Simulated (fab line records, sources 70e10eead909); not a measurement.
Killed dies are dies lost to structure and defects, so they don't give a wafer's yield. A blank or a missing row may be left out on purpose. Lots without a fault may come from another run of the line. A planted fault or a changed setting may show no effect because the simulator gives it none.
fab line records | flow nand_harc
record lots=6 wafers=18 last_day=24
route steps=1159 shown A_BONDPAD@1065 END@1159
lots that met no fault: from a run of the same line without faults
start_h: hours from the record's first day to the start of the lot's first wafer shown | wait_h: hours since the lot's step before | " the same as in the row above | L1.1+2: a row that stands for several wafers | - no value, or no start given | * or withheld: withheld | < > ~ a bound
route shown NAME@n: a module of which the file shows steps, and the number in the route of the first | usual: mean/standard deviation of fault-free wafers | same: alike in all rows | chamber/n: place in a boat | sites: the reading at each site | _std_site: their standard deviation | _edge_site: outer sites' mean less inner sites' | radius_mm: how far each site lies from the wafer's centre | mask NAME#n: copy n | behind: the tool/chamber that last shaped the wafer | hold: why the lot was held/for how many hours/how that ended | device: the transistor (n, p or np) that didn't switch | end of line: the same wafers' tests at the end of the route | a step without rows: its recipe alone | killed: dies lost to structure and defects at the first sort, not the wafer's yield | map: a wafer's dies, x killed, . not, _ none there
set.NAME: the setting as run; set.NAME@STEP: as run at that earlier step | model.NAME: the simulator's own value behind a step, which no gauge read
lots at some steps of the route; a table a step, a row a wafer
services: from which hour (start_h, from the record's first day; less than 0 if before it) a tool's chamber was out of use, for how many hours, and why
## steps
# step NHARC_A_BONDPAD_COAT_33
# recipe temp_c=200 time_s=65
# step NHARC_A_BONDPAD_COAT_03
# recipe spin_rpm=2000 resist_thk_nm=600
# step NHARC_A_BONDPAD_SOFTBAKE_04
# recipe temp_c=125 time_s=70
# step NHARC_A_BONDPAD_EBR_05
# step NHARC_A_BONDPAD_EXPOSE_06
# recipe na=0.55 dose_mj=36.99 mask_id=A_BPAD
# step NHARC_A_BONDPAD_PEB_07
# recipe peb_temp_c=128 peb_time_s=80
# step NHARC_A_BONDPAD_DEVELOP_08
# recipe time_s=50 dev_temp_c=22
# step NHARC_A_BONDPAD_CD_MEAS_09
# recipe target_cd_nm=500 landing_energy_ev=500
# usual cd_nm=500.1/2.5
# columns lot.wafer tool chamber start_h wait_h cd_nm
L672.2 cd_sem-03 0 455.23 - 499.0
L672.4 " 0 " " 497.5
L672.6 " 0 " " 496.2
L675.1 cd_sem-01 0 479.25 - 503.1
L675.2 " 0 " " 498.6
L675.4 " 0 " " 497.5
L679.2 cd_sem-02 0 506.82 - 499.9
L679.3 " 0 " " 504.4
L679.6 " 0 " " 501.8
L678.2 cd_sem-01 0 512.57 - 498.0
L678.5 " 0 " " 502.0
L678.6 " 0 " " 496.4
L680.1 cd_sem-03 0 514.06 - 503.1
L680.3 " 0 " " 501.3
L680.5 " 0 " " 499.4
L686.1 cd_sem-02 0 527.07 - 496.3
L686.3 " 0 " " 503.4
L686.4 " 0 " " 498.4
# step NHARC_A_BONDPAD_OVL_MEAS_35
# usual overlay_x_nm=1/6.4 overlay_y_nm=0/6.5
# columns lot.wafer tool chamber start_h wait_h overlay_x_nm overlay_y_nm
L672.2 overlay-02 - 455.31 - 7 5
L672.4 " - " " 8 5
L672.6 " - " " 8 5
L675.1 overlay-01 - 479.34 - -2 0
L675.2 " - " " -2 -1
L675.4 " - " " -2 0
L679.2 overlay-02 - 506.90 - -4 2
L679.3 " - " " -4 2
L679.6 " - " " -4 2
L678.2 overlay-02 - 512.66 - 6 5
L678.5 " - " " 6 5
L678.6 " - " " 6 5
L680.1 overlay-02 - 514.14 - 5 -6
L680.3 " - " " 5 -7
L680.5 " - " " 5 -7
L686.1 overlay-02 - 527.15 - -8 11
L686.3 " - " " -9 11
L686.4 " - " " -8 11
# step NHARC_A_BONDPAD_HARDBAKE_10
# recipe temp_c=118 time_s=65
# step NHARC_A_BONDPAD_DESCUM_11
# recipe time_s=3 o2_flow_sccm=200 ar_flow_sccm=0 bias_power_w=0 chemistry=O2
# usual drypump_motor_current_A=5.7/0.44 oes_product_au=0.997/0.016 rf_vpp_V=57.5/0.88 showerhead_plenum_p_Torr=1.89/0.059 throttle_valve_pct=11.310/0.0097
# columns lot.wafer tool chamber start_h wait_h drypump_motor_current_A oes_product_au rf_hours_counter_h rf_vpp_V showerhead_plenum_p_Torr throttle_valve_pct
L672.2 rie_diel-09 2 455.44 - 6.2 1.016 1 58.5 1.95 11.317
L672.4 " 1 " " 6.1 0.988 0 58.9 1.94 11.328
L672.6 " 3 " " 5.1 1.000 - 57.6 1.89 11.307
L675.4 rie_diel-09 1 479.46 - 6.1 0.979 1 59.3 1.94 11.316
L675.2 " 2 " " 6.2 1.024 1 59.4 1.95 11.310
L675.1 " 3 " " 5.2 0.995 2 57.1 1.89 11.311
L679.2 rie_diel-04 2 507.04 - 5.4 0.997 14 56.5 1.85 11.325
L679.3 " 3 " " 5.6 0.971 14 57.3 1.91 11.299
L679.6 " 0 " " 5.0 1.001 - 58.4 1.99 11.319
L678.2 rie_diel-09 2 512.80 - 6.2 1.022 3 57.6 1.95 11.313
L678.5 " 0 " " 6.2 1.011 - 56.0 1.84 11.311
L678.6 " 1 " " 6.1 0.989 - 57.2 1.94 11.316
L680.3 rie_diel-03 0 514.27 - 5.1 0.990 24 56.6 1.86 11.301
L680.1 " 2 " " 6.2 1.013 23 58.0 1.77 11.327
L680.5 " 1 " " 5.4 0.998 - 58.9 1.95 11.303
L686.3 rie_diel-09 1 527.28 - 6.1 0.977 3 58.6 1.94 11.312
L686.4 " 3 " " 5.2 0.988 3 57.4 1.89 11.310
L686.1 " 0 " " 6.2 1.004 3 58.1 1.84 11.316
# step NHARC_A_BONDPAD_ETCH_34
# recipe target_depth_a=600 overetch_a=180 time_s=65.91 ion_energy_ev=200 n2_flow_sccm=150 h2_flow_sccm=150 ar_flow_sccm=0 rf_w=400 bias_w=150 chemistry=N2/H2
# usual drypump_motor_current_A=5.7/0.44 oes_product_au=0.997/0.016 rf_vpp_V=429.7/1.9 run_length_s=87.3/0.47 showerhead_plenum_p_Torr=2.01/0.064 throttle_valve_pct=14.172/0.009
# columns lot.wafer tool chamber start_h wait_h drypump_motor_current_A oes_product_au rf_hours_counter_h rf_vpp_V run_length_s showerhead_plenum_p_Torr throttle_valve_pct
L672.2 rie_diel-09 1 455.53 0.1 6.1 0.994 1 430.6 87.9 2.07 14.187
L672.4 " 3 " " 5.2 1.009 1 429.6 87.7 2.02 14.179
L672.6 " 0 " " 6.2 0.993 - 427.9 87.8 1.96 14.158
L675.1 rie_diel-09 3 479.57 0.1 5.2 1.001 2 429.9 87.3 2.02 14.162
L675.4 " 0 " " 6.2 0.996 2 428.8 87.5 1.96 14.160
L675.2 " 1 " " 6.1 0.987 1 432.1 87.2 2.07 14.179
L679.3 rie_diel-04 2 507.11 0.1 5.4 0.981 14 429.0 86.9 1.97 14.184
L679.2 " 1 " " 5.9 0.999 15 429.9 87.0 2.04 14.173
L679.6 " 3 " " 5.6 0.966 - 430.1 87.4 2.03 14.176
L678.2 rie_diel-09 0 512.86 0.1 6.2 1.005 3 429.2 87.5 1.96 14.172
L678.6 " 0 " " 6.2 1.005 - 429.0 87.5 1.96 14.164
L678.5 " 1 " " 6.1 0.990 - 430.4 87.3 2.07 14.171
L680.1 rie_diel-03 1 514.38 0.1 5.4 1.005 24 433.4 87.7 2.08 14.155
L680.3 " 2 " " 6.2 1.030 23 425.7 87.4 1.88 14.178
L680.5 " 0 " " 5.1 0.997 - 428.4 87.4 1.98 14.167
L686.3 rie_diel-09 1 527.36 0.1 6.0 0.975 3 432.0 87.6 2.07 14.189
L686.4 " 2 " " 6.2 1.017 3 431.0 86.3 2.08 14.170
L686.1 " 3 " " 5.2 0.998 3 429.7 87.5 2.01 14.164
# step NHARC_A_BONDPAD_ETCH_12
# recipe target_depth_a=2200 time_s=110 chf3_flow_sccm=50 o2_flow_sccm=10 ar_flow_sccm=200 rf_w=500 bias_w=200 chemistry=CHF3/O2
# usual drypump_motor_current_A=5.7/0.45 oes_product_au=0.948/0.027 rf_vpp_V=370.0/1.9 run_length_s=131.4/0.47 showerhead_plenum_p_Torr=2.37/0.071 throttle_valve_pct=20.572/0.009
# columns lot.wafer tool chamber start_h wait_h drypump_motor_current_A oes_product_au rf_hours_counter_h rf_vpp_V run_length_s showerhead_plenum_p_Torr throttle_valve_pct
L672.2 rie_diel-09 0 455.63 - 6.2 0.974 1 368.7 131.6 2.31 20.566
L672.4 " 1 " " 6.0 0.975 1 372.7 131.5 2.43 20.571
L672.6 " 3 " " 5.2 0.963 - 370.0 132.1 2.37 20.567
L675.4 rie_diel-09 1 479.66 - 6.1 0.939 1 372.1 131.3 2.43 20.575
L675.2 " 2 " " 6.2 0.973 1 370.7 130.6 2.44 20.573
L675.1 " 0 " " 6.2 0.954 2 367.0 131.7 2.31 20.560
L679.2 rie_diel-04 2 507.21 - 5.4 0.954 14 370.1 131.4 2.33 20.572
L679.3 " 0 " " 5.0 0.964 15 373.4 132.4 2.49 20.576
L679.6 " 1 " " 6.0 0.962 - 371.5 130.9 2.40 20.571
L678.2 rie_diel-09 2 512.96 - 6.2 0.992 3 373.0 125.9 2.44 20.563
L678.5 " 2 " " 6.2 0.990 - 371.4 125.5 2.44 20.571
L678.6 " 3 " " 5.2 0.980 - 369.1 126.8 2.37 20.578
L680.3 rie_diel-03 3 514.46 - 5.8 0.902 23 367.1 131.8 2.27 20.573
L680.1 " 1 " " 5.4 0.921 24 370.7 131.5 2.45 20.559
L680.5 " 0 " " 5.1 0.918 - 368.2 132.2 2.34 20.559
L686.4 rie_diel-09 3 527.46 - 5.2 0.964 3 370.4 126.5 2.37 20.579
L686.3 " 0 " " 6.2 0.976 3 369.3 126.6 2.31 20.575
L686.1 " 1 " " 6.1 0.939 3 370.8 126.5 2.43 20.568
# step NHARC_A_BONDPAD_CD_MEAS_13
# usual cd_nm=499.6/2.8
# columns lot.wafer tool chamber start_h wait_h cd_nm
L672.2 cd_sem-03 - 455.77 - 498.9
L672.4 " - " " 494.4
L672.6 " - " " 495.0
L675.1 cd_sem-01 - 479.80 - 500.9
L675.2 " - " " 497.1
L675.4 " - " " 496.0
L679.2 cd_sem-01 - 507.34 - 501.2
L679.3 " - " " 503.5
L679.6 " - " " 502.3
L678.2 cd_sem-02 - 513.10 - 498.7
L678.5 " - " " 502.6
L678.6 " - " " 496.6
L680.1 cd_sem-02 - 514.60 - 503.6
L680.3 " - " " 500.7
L680.5 " - " " 499.0
L686.1 cd_sem-02 - 527.59 - 495.6
L686.3 " - " " 501.3
L686.4 " - " " 497.1
# step NHARC_END_SORT_01
# recipe temp_c=25
# usual defect_limited_yield=95.0/1.7 killed_at_array=31/11 killed_at_other=0.5/0.78 killed_at_periphery=3.0/2 killed_dies=34/12 killed_open=3.2/2 killed_short=1.9/1.6 sort_bin_2_pct=1.6/0.67 sort_bin_3_pct=0.26/0.2 sort_bin_4_pct=3.2/1.1 sort_n_pass=643/12 sort_rim_yield_pct=96.8/1.8 sort_yield_pct=95.0/1.7
# same gross_dies=677 sort_bin_5_pct[%]=0 sort_bin_6_pct[%]=0 sort_bin_7_pct[%]=0 sort_bin_8_pct[%]=0 sort_rim_n_gross=106.00
# columns lot.wafer tool chamber start_h wait_h defect_limited_yield[%] killed_at_array killed_at_other killed_at_periphery killed_dies killed_open killed_short sort_bin_2_pct[%] sort_bin_3_pct[%] sort_bin_4_pct[%] sort_n_pass sort_rim_yield_pct[%] sort_yield_pct[%]
L672.2 prober-02 0 497.89 2.8 94.5 33 0 4 37 4 2 1.2 0.15 4.1 640 94.3 94.5
L672.4 prober-02 0 499.49 3.4 93.8 41 0 1 42 2 1 2.1 0.44 3.7 635 97.2 93.8
L672.6 prober-02 0 501.09 4.0 93.4 43 1 1 45 3 1 1.6 0.30 4.7 632 99.1 93.4
L675.1 prober-02 0 510.06 2.5 93.5 41 0 3 44 4 3 3.1 0.30 3.1 633 99.1 93.5
L675.2 prober-02 0 510.87 2.8 92.2 50 0 3 53 6 6 2.7 0.15 5.0 624 96.2 92.2
L675.4 prober-02 0 512.47 3.4 91.9 54 0 1 55 5 2 2.7 0.74 4.7 622 94.3 91.9
L679.2 prober-01 0 541.63 2.8 94.1 37 1 2 40 4 4 2.2 0.15 3.5 637 96.2 94.1
L679.3 prober-01 0 542.43 3.1 94.8 33 1 1 35 3 0 1.3 0.30 3.5 642 97.2 94.8
L679.6 prober-01 0 544.84 4.0 94.7 31 0 5 36 6 0 1.3 0.44 3.5 641 96.2 94.7
L678.2 prober-02 0 549.37 2.8 94.2 33 0 6 39 1 0 2.2 0.44 3.1 638 99.1 94.2
L678.5 prober-02 0 551.79 3.7 93.8 34 0 8 42 5 3 2.2 0.15 3.8 635 96.2 93.8
L678.6 prober-02 0 552.60 4.0 95.9 23 0 5 28 7 1 1.6 0.15 2.4 649 99.1 95.9
L680.1 prober-02 0 556.39 2.5 96.6 19 0 4 23 2 0 1.2 0.15 2.1 654 98.1 96.6
L680.3 prober-02 0 558.01 3.1 95.9 26 1 1 28 2 1 1.5 0.30 2.4 649 99.1 95.9
L680.5 prober-02 0 559.62 3.7 95.7 29 0 0 29 2 3 1.3 0.30 2.7 648 99.1 95.7
L686.1 prober-02 0 564.17 2.4 93.1 42 1 4 47 10 3 1.9 0 5.0 630 96.2 93.1
L686.3 prober-02 0 565.75 3.1 92.8 44 1 4 49 5 9 2.2 0.74 4.3 628 95.3 92.8
L686.4 prober-02 0 566.55 3.4 93.9 37 1 3 41 2 2 1.3 0.15 4.6 636 95.3 93.9
# killed by level:class
L672.2 A_SLIT:chamber_film_flake=12 A_CHANNEL_HOLE_D1:chamber_film_flake=9 A_STAIRCASE:chamber_film_flake=4 P_ZERO_WELL:chamber_film_flake=3 A_CONTACT:chamber_film_flake=3 P_CONTACT:geometric_particle:short=1 A_SOURCE_PLATE:geometric_particle:open=1 A_ONON_D1:geometric_particle:open=1
L672.4 A_CHANNEL_HOLE_D1:chamber_film_flake=15 A_SLIT:chamber_film_flake=15 A_STAIRCASE:chamber_film_flake=4 A_CONTACT:chamber_film_flake=4 A_CHANNEL_FILL_D1:geometric_particle:short=1 A_CONTACT:geometric_particle:open=1 A_M0:geometric_particle:open=1 P_GATE:chamber_film_flake=1
L672.6 A_CHANNEL_HOLE_D1:chamber_film_flake=18 A_SLIT:chamber_film_flake=14 A_STAIRCASE:chamber_film_flake=8 A_M0:geometric_particle:open=2 P_GATE:geometric_particle:short=1 STARTING-WAFER:geometric_particle:open=1 A_CONTACT:chamber_film_flake=1
L675.1 A_CHANNEL_HOLE_D1:chamber_film_flake=14 A_SLIT:chamber_film_flake=14 A_STAIRCASE:chamber_film_flake=7 P_GATE:geometric_particle:open=1 P_CONTACT:geometric_particle:open=1 P_M0:geometric_particle:open=1 A_CHANNEL_HOLE_D1:geometric_particle:short=1 A_SGD_CUT:geometric_particle:short=1
L675.2 A_CHANNEL_HOLE_D1:chamber_film_flake=15 A_SLIT:chamber_film_flake=14 A_STAIRCASE:chamber_film_flake=7 A_ONON_D1:geometric_particle:short=4 A_CHANNEL_FILL_D1:geometric_particle:open=2 A_CHANNEL_FILL_D1:chamber_film_flake=2 P_CONTACT:geometric_particle:open=1 P_M0:geometric_particle:open=1
L675.4 A_SLIT:chamber_film_flake=19 A_CHANNEL_HOLE_D1:chamber_film_flake=17 A_STAIRCASE:chamber_film_flake=9 A_M0:geometric_particle:open=2 A_CONTACT:chamber_film_flake=2 P_M1:geometric_particle:open=1 A_SOURCE_PLATE:geometric_particle:short=1 A_CHANNEL_FILL_D1:geometric_particle:short=1
L679.2 A_SLIT:chamber_film_flake=16 A_STAIRCASE:chamber_film_flake=6 A_CHANNEL_HOLE_D1:chamber_film_flake=5 A_CONTACT:chamber_film_flake=3 P_CONTACT:geometric_particle:short=1 P_CONTACT:geometric_particle:open=1 A_CHANNEL_HOLE_D1:geometric_particle:short=1 A_CHANNEL_FILL_D1:geometric_particle:short=1
L679.3 A_SLIT:chamber_film_flake=16 A_CHANNEL_HOLE_D1:chamber_film_flake=8 A_STAIRCASE:chamber_film_flake=6 P_M1:geometric_particle:open=1 A_ONON_D1:geometric_particle:open=1 A_CONTACT:geometric_particle:open=1 A_CHANNEL_FILL_D1:chamber_film_flake=1 THIN_TSV:chamber_film_flake=1
L679.6 A_CHANNEL_HOLE_D1:chamber_film_flake=11 A_SLIT:chamber_film_flake=9 A_STAIRCASE:chamber_film_flake=3 A_CONTACT:chamber_film_flake=3 A_CONTACT:geometric_particle:open=2 P_M1:chamber_film_flake=2 A_CHANNEL_FILL_D1:geometric_particle:open=1 P_GATE:geometric_particle:open=1
L678.2 A_CHANNEL_HOLE_D1:chamber_film_flake=20 P_STI:chamber_film_flake=5 A_BONDPAD:area_etch=5 A_CONTACT:chamber_film_flake=4 A_STAIRCASE:chamber_film_flake=3 P_CONTACT:geometric_particle:open=1 A_SLIT:chamber_film_flake=1
L678.5 A_CHANNEL_HOLE_D1:chamber_film_flake=19 P_M1:chamber_film_flake=4 A_STAIRCASE:chamber_film_flake=4 A_ONON_D1:geometric_particle:short=3 P_STI:chamber_film_flake=3 A_CONTACT:geometric_particle:open=2 A_CONTACT:chamber_film_flake=2 P_M0:geometric_particle:open=1
L678.6 A_CHANNEL_HOLE_D1:chamber_film_flake=14 A_CONTACT:geometric_particle:open=2 P_GATE:chamber_film_flake=2 A_CONTACT:chamber_film_flake=2 P_CONTACT:geometric_particle:open=1 P_M0:geometric_particle:open=1 A_SOURCE_PLATE:geometric_particle:open=1 A_ONON_D1:geometric_particle:open=1
L680.1 A_CHANNEL_HOLE_D1:chamber_film_flake=14 P_ZERO_WELL:chamber_film_flake=2 A_WL_FILL:geometric_particle:open=1 A_CONTACT:geometric_particle:open=1 A_CONTACT:chamber_film_flake=1 P_M1:chamber_film_flake=1 P_BONDPAD:chamber_film_flake=1 A_ZERO_WELL:chamber_film_flake=1
L680.3 A_CHANNEL_HOLE_D1:chamber_film_flake=23 A_WL_FILL:geometric_particle:short=1 A_CONTACT:geometric_particle:open=1 STARTING-WAFER:geometric_particle:open=1 P_M1:chamber_film_flake=1 A_CONTACT:chamber_film_flake=1
L680.5 A_CHANNEL_HOLE_D1:chamber_film_flake=19 A_CONTACT:chamber_film_flake=5 A_ONON_D1:geometric_particle:short=1 A_CHANNEL_FILL_D1:geometric_particle:short=1 A_CONTACT:geometric_particle:open=1 A_BLC:geometric_particle:short=1 A_M0:geometric_particle:open=1
L686.1 A_SLIT:chamber_film_flake=23 A_CHANNEL_HOLE_D1:chamber_film_flake=6 A_ONON_D1:geometric_particle:open=2 A_CHANNEL_FILL_D1:geometric_particle:open=2 A_CONTACT:geometric_particle:open=2 P_GATE:chamber_film_flake=2 P_M2:geometric_particle:open=1 A_ONON_D1:geometric_particle:short=1
L686.3 A_SLIT:chamber_film_flake=20 A_CHANNEL_HOLE_D1:chamber_film_flake=7 A_ONON_D1:geometric_particle:short=3 A_CONTACT:geometric_particle:short=2 A_WL_FILL:chamber_film_flake=2 A_CONTACT:chamber_film_flake=2 A_BONDPAD:area_etch=2 P_GATE:geometric_particle:open=1
L686.4 A_SLIT:chamber_film_flake=22 A_CHANNEL_HOLE_D1:chamber_film_flake=10 A_SGD_CUT:geometric_particle:short=2 A_WL_FILL:chamber_film_flake=2 P_M1:geometric_particle:open=1 A_CHANNEL_FILL_D1:geometric_particle:open=1 P_STI:chamber_film_flake=1 P_M2:chamber_film_flake=1
## services
# columns tool chamber start_h hours kind
rie_diel-09 0 440.10 - clean
rie_diel-09 1 440.10 - clean
rie_diel-09 2 440.10 - clean
rie_diel-09 3 440.10 - clean
rie_diel-04 0 445.09 - clean
rie_diel-04 1 445.09 - clean
rie_diel-04 2 445.09 - clean
rie_diel-04 3 445.09 - clean
rie_diel-09 0 464.61 - clean
rie_diel-09 1 464.61 - clean
rie_diel-09 2 464.61 - clean
rie_diel-09 3 464.61 - clean
rie_diel-04 - 465.97 9.0 pm
rie_diel-09 - 472.30 2.0 repair
rie_diel-03 3 487.55 4.3 repair
rie_diel-09 0 489.11 - clean
rie_diel-09 1 489.11 - clean
rie_diel-09 2 489.11 - clean
rie_diel-09 3 489.11 - clean
rie_diel-09 0 513.61 - clean
rie_diel-09 1 513.61 - clean
rie_diel-09 2 513.61 - clean
rie_diel-09 3 513.61 - clean
rie_diel-04 - 525.98 23.4 repair
## key
first_sign step=NHARC_A_BONDPAD_ETCH_12 reading=run_length_s direction=down sigmas=11 usual=* struck=*
effect none on later readings
met_at NHARC_A_BONDPAD_ETCH_12
struck_wafers L678.2,L678.5,L678.6,L686.1,L686.3,L686.4
onset_between 479.66 512.96
fault kind=process_parameter_drift tool=rie_diel-09 chamber=- onset_h=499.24 steps=NHARC_A_BONDPAD_ETCH_12 channel=time_s offset=* shape=step end_h=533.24 acts_in=* stated=*
